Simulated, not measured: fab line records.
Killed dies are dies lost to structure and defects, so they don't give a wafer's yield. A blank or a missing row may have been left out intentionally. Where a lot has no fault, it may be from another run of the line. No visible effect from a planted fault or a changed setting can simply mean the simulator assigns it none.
Which tool did it?    flow n5 finfet    Sampling: 11 lots, 33 wafers, 4 of 1938 route steps

WHAT THE GAUGES READ, wafer by wafer
N5_PMOS_HMC_CHANNEL_EPI_THK_MEAS_22.
lot   measured     on             HMC_CMP_THK (nm)
L256  day 2 14:20  film metro-02  53.9 55.6 53.5
L257  day 2 20:19  film metro-01  55.1 53.6 53.6
L260  day 3 19:13  film metro-01  55.7 56.0 54.9
L261  day 3 20:43  film metro-02  55.7 55.7 56.2
L265  day 4 19:22  film metro-01  55.2 55.2 54.6
L266  day 5 01:57  film metro-01  51.0 53.9 51.7
L267  day 5 13:43  film metro-01  54.9 54.0 54.7
L268  day 5 14:58  film metro-01  50.2 55.2 54.6
L274  day 7 01:26  film metro-01  55.6 54.3 55.0
L275  day 7 07:44  film metro-02  53.1 53.4 52.5
L276  day 7 13:22  film metro-01  54.5 53.6 54.2

TOOL THAT RAN EACH LOT (tool first, then ch and the chambers of the sampled wafers, then the start)
lot   N5_PMOS_HMC_CHANNEL_EPI_STRIP_33   N5_PMOS_HMC_CHANNEL_EPI_FIN_RECESS_16  N5_PMOS_HMC_CHANNEL_EPI_CMP_21
L256  rie diel-02 ch 0,2, day 2 11:49    rie si-04 ch 0,2, day 2 12:08          cmp-01 ch 1,3, day 2 14:05
L257  rie diel-02 ch 0,3, day 2 17:42    rie si-04 ch 0,2, day 2 18:01          cmp-04 ch 0,2,3, day 2 20:01
L260  rie diel-04 ch 0,1,3, day 3 16:08  rie si-04 ch 1,2,3, day 3 16:29        cmp-02 ch 0,3, day 3 18:58
L261  rie diel-06 ch 0,3, day 3 18:32    rie si-04 ch 2,3, day 3 18:54          cmp-04 ch 0,1,2, day 3 20:29
L265  rie diel-04 ch 0,1,3, day 4 17:13  rie si-04 ch 1,2, day 4 17:34          cmp-02 ch 1,2,3, day 4 19:07
L266  rie diel-02 ch 0,1,3, day 4 23:49  rie si-04 ch 0,1,2, day 5 00:09        cmp-02 ch 0,1,3, day 5 01:39
L267  rie diel-06 ch 1,3, day 5 11:11    rie si-05 ch 1,2, day 5 11:31          cmp-04 ch 0,1, day 5 13:25
L268  rie diel-04 ch 1,3, day 5 12:51    rie si-04 ch 0,1,3, day 5 13:10        cmp-01 ch 1,2,3, day 5 14:41
L274  rie diel-06 ch 0,1, day 6 23:18    rie si-05 ch 2,3, day 6 23:38          cmp-02 ch 0,2, day 7 01:10
L275  rie diel-02 ch 0,1,3, day 7 05:37  rie si-02 ch 0,3, day 7 05:56          cmp-04 ch 1,2,3, day 7 07:31
L276  rie diel-04 ch 0,1, day 7 11:13    rie si-05 ch 0,1,2, day 7 11:34        cmp-04 ch 1,2,3, day 7 13:07
- N5_PMOS_HMC_CHANNEL_EPI_STRIP_33: strips in N2/H2.
- N5_PMOS_HMC_CHANNEL_EPI_FIN_RECESS_16: chemistry HBr/Cl2, target Si, target depth 54 nm, time 18 s.
- N5_PMOS_HMC_CHANNEL_EPI_CMP_21: polishes SiGe30, target thk 54 nm.

THE ANSWER, worked out from the rows above alone
Rule: the usual values come from the lots themselves. The widest of any qualifying gaps counts: lots, ordered by their means at a reading, are off when they make up no more than a third of the lots, leave a main group of 4 or more, and stand apart from it by 3 or more times the standard deviation of that group's means. A main group whose means are all the same, to the digits that the tables above print for the reading, isn't used. Also off: a lot with no number at a reading for which 4 or more lots have one. Where the step has rows for the other lots, those lots are counted as sound.
No lot is off at any reading shown: from this, nothing can be told.

WHAT HAD BEEN PUT IN BY THE SIMULATOR
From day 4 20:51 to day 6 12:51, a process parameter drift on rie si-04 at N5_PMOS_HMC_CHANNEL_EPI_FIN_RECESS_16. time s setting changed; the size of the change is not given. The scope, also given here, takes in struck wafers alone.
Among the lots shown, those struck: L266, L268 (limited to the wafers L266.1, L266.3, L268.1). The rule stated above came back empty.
